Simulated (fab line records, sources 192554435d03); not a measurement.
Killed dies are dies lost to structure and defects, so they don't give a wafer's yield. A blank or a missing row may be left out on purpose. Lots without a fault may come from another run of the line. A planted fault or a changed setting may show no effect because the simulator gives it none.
Chamber matching | flow n5_finfet | N5_BEOL_M3_ALD_84 on ald_metal-01: 4 sister chambers
The step deposits TaN, pulse time 2 s, purge time 3 s, co reactant purge time 2 s. 8 wafers are shown with their chamber, then 11 later ones without.

WAFERS WITH THEIR CHAMBER
wafer  | chamber | heater_power_w (W)
L078.1 | 2       | 364
L081.5 | 2       | 364
L082.2 | 3       | 379
L083.2 | 1       | 375
L083.5 | 3       | 388
L085.3 | 1       | 373
L085.6 | 0       | 396
L086.1 | 0       | 402

WAFERS WITHOUT THEIR CHAMBER
wafer  | heater_power_w (W)
L086.3 | 388
L086.4 | 372
L089.4 | 363
L089.5 | 358
L089.6 | 381
L092.2 | 350
L092.5 | 363
L092.6 | 395
L097.2 | 365
L097.5 | 385
L097.6 | 378

WHICH CHAMBER EACH WENT THROUGH
wafer  | from the rows above     | in truth
L086.3 | can't be placed: 3 or 0 | 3
L086.4 | can't be placed: 1 or 2 | 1
L089.4 | 2                       | 2
L089.5 | 2                       | 2
L089.6 | can't be placed: 3 or 1 | 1
L092.2 | 2                       | 2
L092.5 | 2                       | 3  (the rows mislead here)
L092.6 | can't be placed: 0 or 3 | 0
L097.2 | 2                       | 2
L097.5 | 3                       | 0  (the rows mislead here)
L097.6 | can't be placed: 1 or 3 | 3
Placed correctly: 4 of 11. Can't be placed from these rows: 5 (the true chamber is among the candidates in 5). Placed wrongly: 2.
How it was worked out, from the rows above alone: a wafer's distance from a chamber is the root of the sum, over the readings, of the square of ((its reading less the chamber's mean) divided by the reading's scatter). The wafer belongs to the nearest chamber; if the next one is less than 2 further off, it can't be placed. A chamber's mean is the mean of its shown wafers. The scatter: the root of (the sum of the squares of (reading less its chamber's mean) over the shown wafers, divided by (wafers less chambers)).
